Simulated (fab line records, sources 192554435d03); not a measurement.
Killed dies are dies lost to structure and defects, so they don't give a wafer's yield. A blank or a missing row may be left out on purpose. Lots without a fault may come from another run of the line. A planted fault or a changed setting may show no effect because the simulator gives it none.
fab line records | flow n5_finfet
record lots=24 wafers=72 last_day=17
route steps=1938 shown BEOL_M0@738 BEOL_M1@752
lots that met no fault: from a run of the same line without faults
start_h: hours from the record's first day to the start of the lot's first wafer shown | wait_h: hours since the lot's step before | " the same as in the row above | L1.1+2: a row that stands for several wafers | - no value, or no start given | * or withheld: withheld | < > ~ a bound
route shown NAME@n: a module of which the file shows steps, and the number in the route of the first | usual: mean/standard deviation of fault-free wafers | same: alike in all rows | chamber/n: place in a boat | sites: the reading at each site | _std_site: their standard deviation | _edge_site: outer sites' mean less inner sites' | radius_mm: how far each site lies from the wafer's centre | mask NAME#n: copy n | behind: the tool/chamber that last shaped the wafer | hold: why the lot was held/for how many hours/how that ended | device: the transistor (n, p or np) that didn't switch | end of line: the same wafers' tests at the end of the route | a step without rows: its recipe alone | killed: dies lost to structure and defects at the first sort, not the wafer's yield | map: a wafer's dies, x killed, . not, _ none there
set.NAME: the setting as run; set.NAME@STEP: as run at that earlier step | model.NAME: the simulator's own value behind a step, which no gauge read
steps of the route over a sample of lots; a table a step, a row a wafer
services: from which hour (start_h, from the record's first day; less than 0 if before it) a tool's chamber was out of use, for how many hours, and why
## steps
# step N5_BEOL_M0_SPUTTER_134
# recipe material=Cu target_thk_a=40 temp_c=-20 chamber_pressure_pa=0.07 power_w=withheld time_s=7.37
# usual throttle_valve_pct=30.1/0.68
# columns lot.wafer tool chamber start_h wait_h throttle_valve_pct
L074.2 pvd_sputter-03 - 123.76 0.0 30.8
L074.3 " - " " 28.5
L074.5 " - " " 30.9
L075.2 pvd_sputter-02 - 123.91 0.0 29.2
L075.3 " - " " 30.7
L075.4 " - " " 30.0
L076.1 pvd_sputter-02 - 128.59 0.0 30.8
L076.2 " - " " 29.9
L076.5 " - " " 29.1
L077.1 pvd_sputter-01 - 138.27 0.0 30.5
L077.2 " - " " 29.6
L077.3 " - " " 29.9
L078.2 pvd_sputter-01 - 141.51 0.0 29.8
L078.3 " - " " 30.8
L078.6 " - " " 30.8
L079.1 pvd_sputter-01 - 143.79 0.0 30.4
L079.4 " - " " 29.9
L079.5 " - " " 30.6
L080.2 pvd_sputter-03 - 156.71 0.0 30.9
L080.3 " - " " 30.8
L080.6 " - " " 30.7
L082.2 pvd_sputter-03 - 164.49 0.0 28.6
L082.3 " - " " 30.6
L082.5 " - " " 30.5
L081.1 pvd_sputter-03 - 164.93 0.0 30.1
L081.3 " - " " 30.6
L081.6 " - " " 28.6
L083.1 pvd_sputter-02 - 171.68 0.0 30.8
L083.2 " - " " 29.9
L083.6 " - " " 29.0
L084.2 pvd_sputter-03 - 180.80 0.0 28.7
L084.3 " - " " 30.2
L084.6 " - " " 28.6
L085.1 pvd_sputter-03 - 181.28 0.0 28.5
L085.2 " - " " 30.7
L085.3 " - " " 30.0
L086.3 pvd_sputter-02 - 198.45 0.0 30.9
L086.5 " - " " 31.1
L086.6 " - " " 29.3
L087.3 pvd_sputter-02 - 200.77 0.0 29.0
L087.4 " - " " 30.3
L087.5 " - " " 29.1
L088.1 pvd_sputter-02 - 201.37 0.0 29.2
L088.4 " - " " 30.3
L088.5 " - " " 28.9
L089.1 pvd_sputter-03 - 206.72 0.0 30.4
L089.2 " - " " 29.0
L089.6 " - " " 28.6
L090.3 pvd_sputter-02 - 213.26 0.0 30.8
L090.4 " - " " 30.2
L090.5 " - " " 30.1
L091.2 pvd_sputter-02 - 217.08 0.0 29.0
L091.3 " - " " 30.4
L091.6 " - " " 30.8
L092.1 pvd_sputter-02 - 224.06 0.0 29.1
L092.2 " - " " 30.2
L092.5 " - " " 30.3
L093.1 pvd_sputter-01 - 230.07 0.0 30.3
L093.2 " - " " 30.4
L093.5 " - " " 30.1
L094.1 pvd_sputter-02 - 232.04 0.0 29.3
L094.2 " - " " 30.0
L094.4 " - " " 30.7
L095.1 pvd_sputter-03 - 243.81 0.0 28.7
L095.3 " - " " 30.8
L095.6 " - " " 30.1
L096.2 pvd_sputter-02 - 247.73 0.0 30.2
L096.5 " - " " 29.0
L096.6 " - " " 31.0
L097.1 pvd_sputter-02 - 255.96 0.0 30.1
L097.4 " - " " 29.3
L097.6 " - " " 29.2
# step N5_BEOL_M1_THK_MEAS_01
# recipe reads=SiOC_of_BEOL_M1_ILD_DEP_00
# usual M1_ILD_THK=78.9/0.99
# columns lot.wafer tool chamber start_h wait_h M1_ILD_THK[nm]
L074.2 film_metro-02 - 125.33 0.1 77.8
L074.3 " - " " 78.9
L074.5 " - " " 79.6
L075.2 film_metro-02 - 125.44 0.1 77.5
L075.3 " - " " 77.7
L075.4 " - " " 80.1
L076.1 film_metro-01 - 130.28 0.0 77.4
L076.2 " - " " 78.0
L076.5 " - " " 79.5
L077.1 film_metro-01 - 139.77 0.0 79.2
L077.2 " - " " 78.3
L077.3 " - " " 80.0
L078.2 film_metro-02 - 143.15 0.1 77.8
L078.3 " - " " 77.0
L078.6 " - " " 78.6
L079.1 film_metro-02 - 145.09 0.0 77.9
L079.4 " - " " 79.2
L079.5 " - " " 78.0
L080.2 film_metro-02 - 158.22 0.1 76.8
L080.3 " - " " 77.9
L080.6 " - " " 79.2
L082.2 film_metro-02 - 167.11 0.1 79.2
L082.3 " - " " 79.4
L082.5 " - " " 79.9
L081.1 film_metro-01 - 167.19 0.0 78.2
L081.3 " - " " 79.3
L081.6 " - " " 79.6
L083.1 film_metro-01 - 175.92 0.0 78.7
L083.2 " - " " 79.1
L083.6 " - " " 80.1
L084.2 film_metro-01 - 182.28 0.1 78.5
L084.3 " - " " 78.1
L084.6 " - " " 79.0
L085.1 film_metro-01 - 182.73 0.0 79.0
L085.2 " - " " 77.5
L085.3 " - " " 78.6
L086.3 film_metro-02 - 200.15 0.1 78.9
L086.5 " - " " 80.3
L086.6 " - " " 79.0
L087.3 film_metro-01 - 202.13 0.1 77.9
L087.4 " - " " 80.6
L087.5 " - " " 79.1
L088.1 film_metro-01 - 202.74 0.1 78.4
L088.4 " - " " 78.7
L088.5 " - " " 79.5
L089.1 film_metro-01 - 208.68 0.0 79.1
L089.2 " - " " 78.6
L089.6 " - " " 80.0
L090.3 film_metro-01 - 214.59 0.1 80.3
L090.4 " - " " 80.0
L090.5 " - " " 79.5
L091.2 film_metro-01 - 218.45 0.1 77.8
L091.3 " - " " 78.2
L091.6 " - " " 80.3
L092.1 film_metro-02 - 225.41 0.0 76.5
L092.2 " - " " 77.8
L092.5 " - " " 79.0
L093.1 film_metro-02 - 231.44 0.1 77.0
L093.2 " - " " 78.4
L093.5 " - " " 79.8
L094.1 film_metro-02 - 233.34 0.0 78.7
L094.2 " - " " 77.3
L094.4 " - " " 79.3
L095.1 film_metro-02 - 245.51 0.1 77.9
L095.3 " - " " 79.6
L095.6 " - " " 78.8
L096.2 film_metro-02 - 249.05 0.1 77.4
L096.5 " - " " 79.0
L096.6 " - " " 79.0
L097.1 film_metro-01 - 257.57 0.0 78.0
L097.4 " - " " 79.9
L097.6 " - " " 80.2
# step N5_BEOL_M1_STRIP_19
# recipe chemistry=O2 power_w=400 temp_c=40 pressure_mtorr=30 rf_frequency_hz=6e+07 bias_power_w=0 overash_fraction=0.2 o2_flow_sccm=225
# usual drypump_motor_current_A=5.8/0.42 oes_product_au=0.82/0.069 rf_vpp_V=3.6/0.51 showerhead_plenum_p_Torr=2.11/0.075 temp_c=40.02/0.1 throttle_valve_pct=16.61/0.18
# columns lot.wafer tool chamber start_h wait_h drypump_motor_current_A oes_product_au rf_hours_counter_h rf_vpp_V showerhead_plenum_p_Torr temp_c throttle_valve_pct
L074.2 rie_diel-01 1 128.29 0.1 6.4 0.87 38 3.7 2.04 40.02 16.24
L074.3 " 3 " " 6.0 0.80 133 3.1 2.10 40.03 16.53
L074.5 " 3 " " 6.0 0.80 - 4.7 2.10 39.98 16.53
L075.2 rie_diel-01 1 128.54 0.1 6.3 0.87 38 3.6 2.04 40.09 16.25
L075.3 " 3 " " 6.0 0.79 133 3.4 2.10 40.10 16.54
L075.4 " 2 " " 5.1 0.83 - 4.4 2.05 40.09 16.75
L076.1 rie_diel-01 2 131.67 0.1 5.1 0.82 82 4.0 2.05 40.10 16.74
L076.2 " 1 " " 6.3 0.87 40 3.9 2.04 39.96 16.23
L076.5 " 2 " " 5.1 0.82 - 3.5 2.05 40.22 16.75
L077.1 rie_diel-04 3 141.64 0.2 5.7 0.68 238 4.1 2.00 40.07 16.90
L077.2 " 1 " " 5.8 0.87 36 3.4 2.23 40.04 16.62
L077.3 " 0 " " 5.1 0.78 145 3.2 2.09 40.07 16.57
L078.2 rie_diel-01 2 145.33 0.2 5.1 0.83 87 3.7 2.05 40.14 16.76
L078.3 " 1 " " 6.4 0.87 44 3.3 2.04 40.07 16.24
L078.6 " 1 " " 6.3 0.86 - 4.1 2.04 39.95 16.28
L079.1 rie_diel-05 3 148.20 0.1 6.2 0.73 214 3.5 2.15 39.87 16.64
L079.4 " 2 " " 5.3 0.80 - 3.9 2.12 40.00 16.85
L079.5 " 1 " " 6.1 0.79 - 3.9 2.04 39.99 16.74
L080.2 rie_diel-04 3 159.65 0.1 5.7 0.68 244 3.7 1.99 40.08 16.94
L080.3 " 1 " " 5.8 0.88 42 4.3 2.22 39.90 16.63
L080.6 " 1 " " 5.8 0.87 - 3.3 2.22 40.03 16.63
L082.2 rie_diel-04 1 171.14 0.1 5.9 0.86 46 3.9 2.22 39.95 16.63
L082.3 " 0 " " 5.1 0.76 155 3.5 2.09 40.02 16.58
L082.5 " 1 " " 5.9 0.87 - 3.0 2.22 40.19 16.63
L081.1 rie_diel-01 1 171.17 0.1 6.3 0.85 56 3.2 2.03 39.86 16.26
L081.3 " 2 " " 5.1 0.81 98 2.6 2.04 40.01 16.78
L081.6 " 1 " " 6.4 0.85 - 3.7 2.03 40.07 16.28
L083.1 rie_diel-05 1 179.29 0.2 6.1 0.79 109 2.8 2.03 39.98 16.74
L083.2 " 3 " " 6.2 0.72 223 3.5 2.14 40.09 16.66
L083.6 " 0 " " 5.9 0.96 - 3.3 2.16 40.17 16.60
L084.2 rie_diel-01 2 184.41 0.1 5.2 0.80 103 3.8 2.04 40.01 16.79
L084.3 " 1 " " 6.4 0.86 61 3.6 2.03 40.06 16.28
L084.6 " 1 " " 6.3 0.85 - 4.0 2.03 39.82 16.28
L085.1 rie_diel-05 0 184.63 0.1 5.9 0.95 10 2.9 2.16 40.03 16.59
L085.2 " 3 " " 6.3 0.72 224 3.8 2.14 40.00 16.67
L085.3 " 2 " " 5.3 0.79 110 3.7 2.11 40.11 16.88
L086.3 rie_diel-01 2 202.90 0.1 5.1 0.80 111 3.7 2.04 40.03 16.79
L086.5 " 1 " " 6.3 0.83 - 3.4 2.03 39.93 16.30
L086.6 " 2 " " 5.1 0.80 - 4.1 2.04 40.04 16.80
L087.3 rie_diel-04 1 203.53 0.1 5.8 0.85 57 3.9 2.22 39.94 16.66
L087.4 " 3 " " 5.7 0.95 - 4.7 2.26 39.80 16.50
L087.5 " 1 " " 5.8 0.85 - 4.1 2.22 40.11 16.65
L088.1 rie_diel-05 0 206.52 0.1 5.9 0.94 17 3.5 2.16 40.05 16.61
L088.4 " 0 " " 5.9 0.94 - 3.5 2.16 39.93 16.63
L088.5 " 1 " " 6.1 0.78 - 3.9 2.03 40.26 16.76
L089.1 rie_diel-04 0 210.76 0.2 5.1 0.75 166 3.6 2.09 40.27 16.61
L089.2 " 1 " " 5.9 0.84 60 3.8 2.22 39.99 16.66
L089.6 " 3 " " 5.7 0.93 - 4.6 2.26 39.90 16.52
L090.3 rie_diel-05 0 216.49 0.2 5.9 0.92 20 3.4 2.16 40.03 16.64
L090.4 " 2 " " 5.3 0.79 120 3.6 2.11 39.99 16.87
L090.5 " 1 " " 6.1 0.78 - 4.2 2.03 40.02 16.77
L091.2 rie_diel-04 0 220.75 0.1 5.1 0.75 169 3.3 2.09 39.98 16.61
L091.3 " 3 " " 5.7 0.92 10 3.9 2.25 39.90 16.53
L091.6 " 2 " " 5.6 0.90 - 3.4 2.22 40.15 16.30
L092.1 rie_diel-01 1 228.09 0.1 6.3 0.82 79 4.1 2.02 40.14 16.32
L092.2 " 2 " " 5.2 0.80 121 2.6 2.04 39.92 16.83
L092.5 " 3 " " 6.0 0.76 - 4.3 2.09 40.09 16.60
L093.1 rie_diel-04 0 233.79 0.1 5.1 0.74 173 3.7 2.09 40.17 16.62
L093.2 " 1 " " 5.8 0.84 66 2.7 2.21 40.05 16.68
L093.5 " 0 " " 5.1 0.75 - 4.2 2.09 40.00 16.62
L094.1 rie_diel-05 0 234.58 0.1 5.9 0.91 26 3.2 2.15 40.10 16.63
L094.2 " 3 " " 6.2 0.71 240 2.9 2.14 39.88 16.70
L094.4 " 2 " " 5.3 0.77 125 3.6 2.11 40.15 16.90
L095.1 rie_diel-05 2 247.42 0.1 5.3 0.77 128 4.0 2.11 39.97 16.88
L095.3 " 1 " " 6.1 0.76 129 4.8 2.03 40.04 16.80
L095.6 " 0 " " 5.9 0.91 - 3.7 2.15 39.90 16.63
L096.2 rie_diel-04 1 251.36 0.1 5.8 0.82 72 4.5 2.21 40.08 16.70
L096.5 " 0 " " 5.1 0.76 - 3.5 2.08 39.98 16.61
L096.6 " 1 " " 5.8 0.83 - 3.8 2.21 40.06 16.68
L097.1 rie_diel-01 0 259.92 0.1 6.1 0.72 207 2.5 2.17 39.94 16.70
L097.4 " 1 " " 6.3 0.82 92 3.9 2.02 39.80 16.34
L097.6 " 3 " " 6.0 0.75 - 3.0 2.09 40.06 16.62
# step N5_BEOL_M1_ETCH_70
# recipe chemistry=N2/H2 target=SOC target_depth_a=800 overetch_a=160 mask_material=SiARC temp_c=40 time_s=120 ion_energy_ev=200 pressure_mtorr=30 source_w=840 bias_w=150 n2_flow_sccm=200 h2_flow_sccm=200
# usual drypump_motor_current_A=5.7/0.42 oes_product_au=0.62/0.052 rf_vpp_V=524.3/3 showerhead_plenum_p_Torr=2.55/0.097 temp_c=40.00/0.11 throttle_valve_pct=17.69/0.19
# columns lot.wafer tool chamber start_h wait_h drypump_motor_current_A oes_product_au rf_hours_counter_h rf_vpp_V showerhead_plenum_p_Torr temp_c throttle_valve_pct
L075.2 rie_diel-01 1 135.15 0.0 6.4 0.66 40 521.0 2.49 39.86 17.59
L075.3 " 2 " " 5.2 0.63 83 522.4 2.46 39.91 17.80
L075.4 " 2 " " 5.1 0.62 - 521.5 2.46 39.84 17.83
L074.2 rie_diel-01 1 136.99 0.0 6.4 0.67 41 523.1 2.49 39.87 17.61
L074.3 " 3 " " 6.0 0.60 136 525.4 2.54 39.93 17.53
L074.5 " 3 " " 6.0 0.61 - 525.1 2.54 39.90 17.55
L076.1 rie_diel-01 3 137.36 0.0 6.0 0.60 137 525.1 2.54 40.04 17.54
L076.2 " 1 " " 6.3 0.66 41 522.6 2.49 40.15 17.59
L076.5 " 3 " " 6.0 0.60 - 524.8 2.54 40.04 17.55
L077.1 rie_diel-04 2 149.06 0.0 5.6 0.72 2 529.7 2.71 39.93 17.29
L077.2 " 3 " " 5.7 0.52 240 520.9 2.38 39.98 17.84
L077.3 " 1 " " 5.9 0.66 39 528.3 2.70 39.96 17.79
L078.2 rie_diel-04 3 149.52 0.0 5.7 0.52 241 519.9 2.38 39.81 17.84
L078.3 " 1 " " 5.9 0.66 39 530.0 2.70 39.88 17.79
L078.6 " 0 " " 5.1 0.59 - 525.3 2.52 39.90 17.56
L079.1 rie_diel-04 1 153.91 0.0 5.8 0.66 40 529.0 2.70 40.03 17.78
L079.4 " 0 " " 5.1 0.58 149 523.2 2.52 39.83 17.56
L079.5 " 2 " " 5.6 0.72 - 530.1 2.71 39.98 17.30
L080.2 rie_diel-05 1 164.32 0.0 6.1 0.61 104 520.5 2.45 39.97 17.79
L080.3 " 2 " " 5.3 0.61 105 524.8 2.58 40.13 18.08
L080.6 " 1 " " 6.1 0.61 - 520.5 2.45 39.98 17.79
L081.1 rie_diel-01 1 174.45 0.0 6.3 0.65 57 522.2 2.48 40.27 17.62
L081.3 " 3 " " 6.0 0.60 145 524.3 2.54 39.97 17.54
L081.6 " 1 " " 6.3 0.65 - 520.3 2.48 39.92 17.61
L082.2 rie_diel-05 2 179.83 0.0 5.3 0.60 109 523.5 2.58 39.92 18.07
L082.3 " 0 " " 5.9 0.72 9 525.1 2.61 39.87 17.78
L082.5 " 0 " " 5.9 0.72 - 524.9 2.61 39.88 17.82
L083.1 rie_diel-01 3 183.16 0.0 6.0 0.60 149 523.9 2.54 39.76 17.56
L083.2 " 1 " " 6.4 0.64 60 522.3 2.48 39.89 17.61
L083.6 " 1 " " 6.3 0.64 - 521.3 2.48 39.88 17.61
L084.2 rie_diel-04 3 189.40 0.0 5.7 0.73 0 529.1 2.70 39.89 17.47
L084.3 " 0 " " 5.1 0.57 162 524.7 2.52 40.14 17.61
L084.6 " 2 " " 5.6 0.69 - 528.7 2.70 39.91 17.32
L085.1 rie_diel-01 1 191.82 0.0 6.3 0.64 64 522.5 2.48 39.91 17.62
L085.2 " 2 " " 5.1 0.61 106 522.4 2.45 40.01 17.86
L085.3 " 3 " " 6.0 0.60 152 524.4 2.54 40.04 17.58
L086.3 rie_diel-04 2 205.79 0.0 5.6 0.68 21 527.7 2.70 40.05 17.34
L086.5 " 2 " " 5.6 0.68 - 528.6 2.70 40.16 17.33
L086.6 " 1 " " 5.8 0.64 - 529.6 2.69 39.96 17.82
L087.3 rie_diel-04 3 209.14 0.0 5.7 0.71 7 528.1 2.69 40.23 17.47
L087.4 " 2 " " 5.6 0.68 22 528.1 2.70 40.06 17.32
L087.5 " 0 " " 5.1 0.57 - 523.5 2.51 39.98 17.60
L088.1 rie_diel-01 1 209.41 0.0 6.4 0.63 71 522.0 2.48 40.09 17.64
L088.4 " 3 " " 6.0 0.58 - 523.6 2.53 40.03 17.57
L088.5 " 1 " " 6.4 0.63 - 522.1 2.48 40.01 17.61
L089.1 rie_diel-05 2 216.17 0.0 5.3 0.60 119 524.6 2.58 39.90 18.07
L089.2 " 1 " " 6.1 0.59 120 520.9 2.45 39.98 17.82
L089.6 " 1 " " 6.1 0.59 - 521.3 2.45 39.92 17.81
L090.3 rie_diel-04 3 220.39 0.0 5.7 0.70 10 529.0 2.69 39.90 17.47
L090.4 " 0 " " 5.1 0.57 169 522.8 2.51 40.09 17.61
L090.5 " 1 " " 5.8 0.64 - 529.2 2.69 39.99 17.83
L091.2 rie_diel-05 1 223.45 0.0 6.1 0.59 122 521.8 2.44 40.03 17.83
L091.3 " 3 " " 6.2 0.54 236 524.9 2.61 39.89 17.92
L091.6 " 3 " " 6.2 0.54 - 524.4 2.61 39.97 17.93
L092.1 rie_diel-05 0 229.84 0.0 5.9 0.71 24 526.6 2.60 39.99 17.83
L092.2 " 2 " " 5.3 0.59 123 524.4 2.57 40.11 18.08
L092.5 " 1 " " 6.1 0.60 - 521.4 2.44 40.13 17.83
L093.1 rie_diel-01 3 237.25 0.0 6.0 0.58 171 523.2 2.53 39.98 17.60
L093.2 " 2 " " 5.2 0.59 125 521.4 2.44 40.01 17.89
L093.5 " 1 " " 6.3 0.62 - 520.8 2.47 40.03 17.65
L094.1 rie_diel-01 2 241.38 0.0 5.1 0.60 127 521.2 2.44 40.14 17.89
L094.2 " 1 " " 6.3 0.61 84 522.2 2.47 39.96 17.65
L094.4 " 3 " " 6.0 0.58 - 523.1 2.53 39.83 17.61
L095.1 rie_diel-04 1 249.98 0.0 5.8 0.63 71 528.1 2.68 39.99 17.84
L095.3 " 0 " " 5.1 0.56 177 523.3 2.51 40.05 17.62
L095.6 " 0 " " 5.1 0.56 - 524.1 2.51 40.13 17.62
L097.1 rie_diel-01 2 270.63 0.0 5.2 0.59 137 520.5 2.44 39.95 17.90
L097.4 " 1 " " 6.4 0.61 95 523.3 2.47 40.06 17.68
L097.6 " 2 " " 5.2 0.59 - 520.3 2.44 39.93 17.91
L096.2 rie_diel-04 3 274.80 0.0 5.8 0.66 28 528.0 2.69 40.01 17.52
L096.5 " 0 " " 5.1 0.56 - 524.4 2.51 39.97 17.64
L096.6 " 1 " " 5.9 0.62 - 527.4 2.68 39.96 17.85
# step N5_BEOL_M1_VIA_ETCH_34
# recipe chemistry=C4F6/O2 target_depth_a=678 mask_material=SOC pressure_mtorr=15 ion_energy_ev=250 taper_deg=4 time_s=64.4 source_w=350 bias_w=170 Ar_flow_sccm=300 C4F6_flow_sccm=10 O2_flow_sccm=10
# usual drypump_motor_current_A=5.7/0.42 oes_product_au=0.82/0.07 rf_vpp_V=661/12 showerhead_plenum_p_Torr=2.86/0.097 throttle_valve_pct=30.76/0.19
# columns lot.wafer tool chamber start_h wait_h drypump_motor_current_A oes_product_au rf_hours_counter_h rf_vpp_V showerhead_plenum_p_Torr throttle_valve_pct
L075.2 rie_diel-01 1 135.25 0.0 6.3 0.87 40 648 2.79 30.65
L075.3 " 2 " " 5.2 0.83 83 653 2.78 31.04
L075.4 " 2 " " 5.1 0.83 - 653 2.78 31.05
L074.2 rie_diel-01 1 137.09 0.0 6.3 0.86 41 648 2.79 30.64
L074.3 " 3 " " 6.0 0.79 136 661 2.87 30.70
L074.5 " 3 " " 6.0 0.78 - 662 2.87 30.70
L076.1 rie_diel-01 3 137.46 0.0 6.0 0.79 137 661 2.87 30.71
L076.2 " 1 " " 6.4 0.86 42 648 2.79 30.64
L076.5 " 3 " " 6.0 0.78 - 661 2.87 30.71
L077.1 rie_diel-04 2 149.16 0.0 5.6 0.97 2 678 3.03 30.40
L077.2 " 3 " " 5.7 0.69 240 659 2.68 30.77
L077.3 " 1 " " 5.8 0.88 39 666 3.00 30.86
L078.2 rie_diel-04 3 149.62 0.0 5.7 0.68 241 661 2.68 30.76
L078.3 " 1 " " 5.8 0.88 39 669 3.00 30.85
L078.6 " 0 " " 5.1 0.77 - 647 2.85 30.74
L079.1 rie_diel-04 1 154.01 0.0 5.8 0.88 40 668 3.00 30.87
L079.4 " 0 " " 5.1 0.77 149 648 2.85 30.75
L079.5 " 2 " " 5.5 0.96 - 678 3.03 30.40
L080.2 rie_diel-05 1 164.42 0.0 6.1 0.80 104 659 2.77 31.04
L080.3 " 2 " " 5.3 0.79 105 688 2.85 30.79
L080.6 " 1 " " 6.2 0.80 - 659 2.77 31.04
L081.1 rie_diel-01 1 174.55 0.0 6.3 0.84 57 650 2.78 30.66
L081.3 " 3 " " 6.0 0.78 145 661 2.87 30.73
L081.6 " 1 " " 6.3 0.84 - 649 2.78 30.66
L082.2 rie_diel-05 2 179.93 0.0 5.3 0.80 110 687 2.85 30.80
L082.3 " 0 " " 5.9 0.94 9 677 2.90 30.75
L082.5 " 0 " " 5.9 0.93 - 677 2.90 30.75
L083.1 rie_diel-01 3 183.26 0.0 6.0 0.78 149 660 2.87 30.72
L083.2 " 1 " " 6.3 0.83 60 649 2.78 30.67
L083.6 " 1 " " 6.3 0.84 - 648 2.78 30.67
L084.2 rie_diel-04 3 189.50 0.0 5.7 0.97 0 672 3.02 30.64
L084.3 " 0 " " 5.1 0.76 162 647 2.84 30.77
L084.6 " 2 " " 5.6 0.92 - 679 3.02 30.42
L085.1 rie_diel-01 1 191.92 0.0 6.3 0.83 64 649 2.78 30.66
L085.2 " 2 " " 5.2 0.80 106 653 2.77 31.06
L085.3 " 3 " " 6.0 0.77 152 662 2.86 30.72
L086.3 rie_diel-04 2 205.89 0.0 5.6 0.91 21 679 3.02 30.40
L086.5 " 2 " " 5.6 0.91 - 680 3.02 30.41
L086.6 " 1 " " 5.9 0.86 - 669 2.99 30.89
L087.3 rie_diel-04 3 209.24 0.0 5.7 0.94 7 671 3.01 30.65
L087.4 " 2 " " 5.6 0.90 22 678 3.02 30.41
L087.5 " 0 " " 5.1 0.76 - 647 2.84 30.76
L088.1 rie_diel-01 1 209.51 0.0 6.4 0.82 71 646 2.77 30.68
L088.4 " 3 " " 6.0 0.76 - 658 2.86 30.73
L088.5 " 1 " " 6.4 0.82 - 648 2.77 30.68
L089.1 rie_diel-05 2 216.27 0.0 5.3 0.79 119 688 2.84 30.80
L089.2 " 1 " " 6.1 0.79 120 660 2.77 31.06
L089.6 " 1 " " 6.1 0.79 - 658 2.77 31.06
L090.3 rie_diel-04 3 220.49 0.0 5.7 0.93 10 671 3.01 30.68
L090.4 " 0 " " 5.1 0.75 169 648 2.84 30.76
L090.5 " 1 " " 5.8 0.84 - 667 2.99 30.89
L091.2 rie_diel-05 1 223.55 0.0 6.1 0.79 122 661 2.77 31.06
L091.3 " 3 " " 6.2 0.71 236 645 2.89 30.45
L091.6 " 3 " " 6.2 0.71 - 644 2.89 30.47
L092.1 rie_diel-05 0 229.94 0.0 5.9 0.89 24 675 2.89 30.75
L092.2 " 2 " " 5.3 0.78 123 688 2.84 30.80
L092.5 " 1 " " 6.1 0.78 - 660 2.76 31.07
L093.1 rie_diel-01 3 237.35 0.0 6.0 0.75 171 662 2.86 30.76
L093.2 " 2 " " 5.1 0.78 125 652 2.76 31.09
L093.5 " 1 " " 6.4 0.81 - 646 2.77 30.69
L094.1 rie_diel-01 2 241.48 0.0 5.2 0.78 127 652 2.76 31.09
L094.2 " 1 " " 6.3 0.81 84 649 2.77 30.68
L094.4 " 3 " " 6.0 0.76 - 659 2.86 30.74
L095.1 rie_diel-04 1 250.08 0.0 5.8 0.84 71 667 2.98 30.90
L095.3 " 0 " " 5.1 0.75 177 647 2.84 30.79
L095.6 " 0 " " 5.1 0.75 - 648 2.84 30.80
L097.1 rie_diel-01 2 270.73 0.0 5.2 0.77 137 651 2.76 31.08
L097.4 " 1 " " 6.4 0.80 95 647 2.76 30.70
L097.6 " 2 " " 5.1 0.77 - 652 2.76 31.10
L096.2 rie_diel-04 3 274.90 0.0 5.7 0.88 28 672 3.00 30.68
L096.5 " 0 " " 5.1 0.74 - 646 2.83 30.80
L096.6 " 1 " " 5.8 0.82 - 667 2.98 30.89
# step N5_BEOL_M1_SPUTTER_79
# recipe material=Cu target_thk_a=45 temp_c=-20 chamber_pressure_pa=0.07 power_w=withheld time_s=8.29
# usual throttle_valve_pct=30.1/0.67
# columns lot.wafer tool chamber start_h wait_h throttle_valve_pct
L075.2 pvd_sputter-03 - 137.10 0.1 28.4
L075.3 " - " " 30.5
L075.4 " - " " 30.1
L074.2 pvd_sputter-02 - 138.59 0.1 28.9
L074.3 " - " " 31.0
L074.5 " - " " 30.9
L076.1 pvd_sputter-03 - 138.98 0.1 29.9
L076.2 " - " " 30.5
L076.5 " - " " 30.7
L077.1 pvd_sputter-03 - 151.07 0.1 30.7
L077.2 " - " " 30.2
L077.3 " - " " 28.9
L078.2 pvd_sputter-03 - 152.91 0.1 30.0
L078.3 " - " " 30.5
L078.6 " - " " 30.9
L079.1 pvd_sputter-01 - 155.87 0.1 30.5
L079.4 " - " " 30.6
L079.5 " - " " 30.5
L080.2 pvd_sputter-02 - 168.28 0.1 30.9
L080.3 " - " " 29.1
L080.6 " - " " 31.2
L081.1 pvd_sputter-01 - 176.51 0.1 30.5
L081.3 " - " " 30.1
L081.6 " - " " 29.7
L082.2 pvd_sputter-02 - 181.48 0.1 30.0
L082.3 " - " " 29.1
L082.5 " - " " 30.4
L083.1 pvd_sputter-01 - 185.01 0.1 30.5
L083.2 " - " " 29.7
L083.6 " - " " 29.3
L084.2 pvd_sputter-03 - 191.15 0.1 30.7
L084.3 " - " " 28.6
L084.6 " - " " 30.7
L085.1 pvd_sputter-01 - 193.92 0.1 30.7
L085.2 " - " " 31.1
L085.3 " - " " 29.8
L086.3 pvd_sputter-03 - 207.55 0.1 30.5
L086.5 " - " " 30.1
L086.6 " - " " 30.7
L088.1 pvd_sputter-02 - 211.16 0.1 30.2
L088.4 " - " " 29.9
L088.5 " - " " 30.2
L087.3 pvd_sputter-03 - 211.25 0.1 30.2
L087.4 " - " " 28.9
L087.5 " - " " 30.5
L089.1 pvd_sputter-02 - 217.92 0.1 30.2
L089.2 " - " " 30.2
L089.6 " - " " 29.1
L090.3 pvd_sputter-01 - 221.82 0.1 29.8
L090.4 " - " " 29.3
L090.5 " - " " 30.7
L091.2 pvd_sputter-02 - 225.20 0.1 30.1
L091.3 " - " " 30.3
L091.6 " - " " 30.1
L092.1 pvd_sputter-02 - 232.46 0.1 29.3
L092.2 " - " " 31.0
L092.5 " - " " 30.2
L093.1 pvd_sputter-03 - 239.51 0.1 30.1
L093.2 " - " " 30.6
L093.5 " - " " 30.9
L094.1 pvd_sputter-02 - 243.29 0.1 29.3
L094.2 " - " " 31.0
L094.4 " - " " 30.0
L095.1 pvd_sputter-03 - 251.56 0.1 30.0
L095.3 " - " " 30.6
L095.6 " - " " 30.4
L097.1 pvd_sputter-01 - 272.48 0.1 29.4
L097.4 " - " " 30.5
L097.6 " - " " 30.1
L096.2 pvd_sputter-03 - 276.54 0.1 30.5
L096.5 " - " " 30.1
L096.6 " - " " 28.7
## services
# columns tool chamber start_h hours kind
rie_diel-01 3 111.79 13.2 repair
rie_diel-04 2 120.94 - clean
rie_diel-04 2 120.94 - consumable_replace:focus_ring
rie_diel-04 2 120.94 - consumable_replace:showerhead
rie_diel-04 2 120.94 23.6 scheduled_down
rie_diel-04 2 120.94 23.6 vent_cycle
rie_diel-05 0 123.19 - clean
rie_diel-05 0 123.19 - consumable_replace:focus_ring
rie_diel-05 0 123.19 28.3 scheduled_down
rie_diel-05 0 123.19 28.3 vent_cycle
rie_diel-01 0 123.46 131.8 repair
rie_diel-05 1 126.84 5.4 repair
pvd_sputter-01 - 151.43 3.4 repair
rie_diel-01 3 154.67 14.1 repair
rie_diel-04 3 176.15 - clean
rie_diel-04 3 176.15 - consumable_replace:focus_ring
rie_diel-04 3 176.15 - consumable_replace:showerhead
rie_diel-04 0 202.29 6.5 repair
rie_diel-05 2 205.97 1.6 repair
rie_diel-05 - 216.89 0.8 repair
rie_diel-04 2 233.69 4.1 repair
rie_diel-04 2 252.40 19.3 repair
rie_diel-05 3 276.30 - clean
rie_diel-05 3 276.30 - consumable_replace:focus_ring
## key
fault none
